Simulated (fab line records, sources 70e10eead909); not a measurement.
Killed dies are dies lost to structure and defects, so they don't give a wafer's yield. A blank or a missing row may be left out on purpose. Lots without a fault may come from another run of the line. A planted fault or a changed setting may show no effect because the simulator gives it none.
Chamber matching | flow nand_harc | NHARC_A_CHANNEL_FILL_D1_ALD_25 on ald_hk-03: 4 sister chambers
The step deposits SiOx, target thk 60 nm, pulse time 10 s, ald cycles 600. 8 wafers are shown with their chamber, then 11 later ones without.

WAFERS WITH THEIR CHAMBER
wafer  | chamber | heater_power_w (W) | precursor_pulse_height_rel
L077.6 | 0       | 448                | 1.018
L081.5 | 3       | 406                | 1.007
L081.2 | 0       | 452                | 1.016
L081.4 | 1       | 514                | 1.017
L084.1 | 2       | 585                | 0.977
L084.5 | 3       | 408                | 1.001
L084.6 | 2       | 560                | 1.003
L086.2 | 1       | 506                | 0.991

WAFERS WITHOUT THEIR CHAMBER
wafer  | heater_power_w (W) | precursor_pulse_height_rel
L086.3 | 563                | 0.967
L086.1 | 467                | 0.991
L089.3 | 511                | 1.014
L089.4 | 416                | 0.976
L089.6 | 567                | 1.042
L091.3 | 571                | 1.011
L091.4 | 409                | 0.999
L091.5 | 440                | 1.040
L095.2 | 436                | 1.000
L095.5 | 443                | 0.981
L095.6 | 480                | 0.967

WHICH CHAMBER EACH WENT THROUGH
wafer  | from the rows above     | in truth
L086.3 | 2                       | 2
L086.1 | can't be placed: 0 or 1 | 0
L089.3 | 1                       | 1
L089.4 | 3                       | 3
L089.6 | 2                       | 2
L091.3 | 2                       | 2
L091.4 | 3                       | 3
L091.5 | 0                       | 0
L095.2 | can't be placed: 0 or 3 | 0
L095.5 | can't be placed: 0 or 3 | 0
L095.6 | can't be placed: 1 or 0 | 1
Placed correctly: 7 of 11. Can't be placed from these rows: 4 (the true chamber is among the candidates in 4). Placed wrongly: 0.
How it was worked out, from the rows above alone: a wafer's distance from a chamber is the root of the sum, over the readings, of the square of ((its reading less the chamber's mean) divided by the reading's scatter). The wafer belongs to the nearest chamber; if the next one is less than 2 further off, it can't be placed. A chamber's mean is the mean of its shown wafers. The scatter: the root of (the sum of the squares of (reading less its chamber's mean) over the shown wafers, divided by (wafers less chambers)).
